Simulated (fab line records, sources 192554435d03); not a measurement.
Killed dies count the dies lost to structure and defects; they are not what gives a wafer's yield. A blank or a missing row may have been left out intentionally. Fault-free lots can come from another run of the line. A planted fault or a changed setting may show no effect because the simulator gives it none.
Chamber matching	flow n5Finfet	aldMetal-04 running N5_BEOL_M8_ALD_77: 4 sister chambers
The step deposits TaN, target thk 2 nm, pulse time 2 s, purge time 3 s. 16 wafers are shown with their chamber, then 7 later ones without.

== WAFERS WITH THEIR CHAMBER ==
wafer	chamber	heaterPowerOuterW (W)	heaterPowerW (W)
L484.1	3	217	399
L484.3	1	248	438
L484.6	3	221	398
L486.2	3	214	399
L486.3	2	204	367
L486.6	0	219	404
L485.1	0	220	414
L485.2	3	221	403
L485.3	1	249	443
L489.2	3	217	406
L489.3	0	218	412
L489.6	0	215	405
L501.1	2	203	364
L501.2	1	256	436
L501.6	1	254	433
L504.2	3	218	388

SIGNATURES (means of the wafers above)
reading	chamber 0	chamber 1	chamber 2	chamber 3	scatter within a chamber
heaterPowerOuterW	218.00	251.75	203.50	218.00	2.82
heaterPowerW	408.75	437.50	365.50	398.83	5.16
Rule: for each reading, subtract the chamber's mean from the wafer's reading, divide by that reading's scatter and square the result; add these up over the readings and take the root, which gives the wafer's distance from the chamber. The wafer belongs to the nearest chamber; if the next one is less than 2 further off, it can't be placed. How the scatter is found: for the shown wafers, subtract from each reading the mean of its chamber, square and add these, divide the total by (wafers less chambers), then take the root.

== WAFERS MISSING THEIR CHAMBER ==
wafer	heaterPowerOuterW (W)	heaterPowerW (W)
L504.3	208	366
L504.5	215	408
L505.1	214	405
L505.5	221	401
L506.2	252	435
L506.3	221	391
L506.6	222	399

== CHAMBER TAKEN BY EACH ==
wafer	from the rows above	in truth
L504.3	2	2
L504.5	can't be placed: 0 or 3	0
L505.1	can't be placed: 0 or 3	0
L505.5	can't be placed: 3 or 0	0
L506.2	1	1
L506.3	can't be placed: 3 or 0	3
L506.6	can't be placed: 3 or 0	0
Correct placement for 2 of the 7. Cannot be placed on the basis of these rows: 5; the candidates contain the true chamber in 5. Placed wrongly: 0.
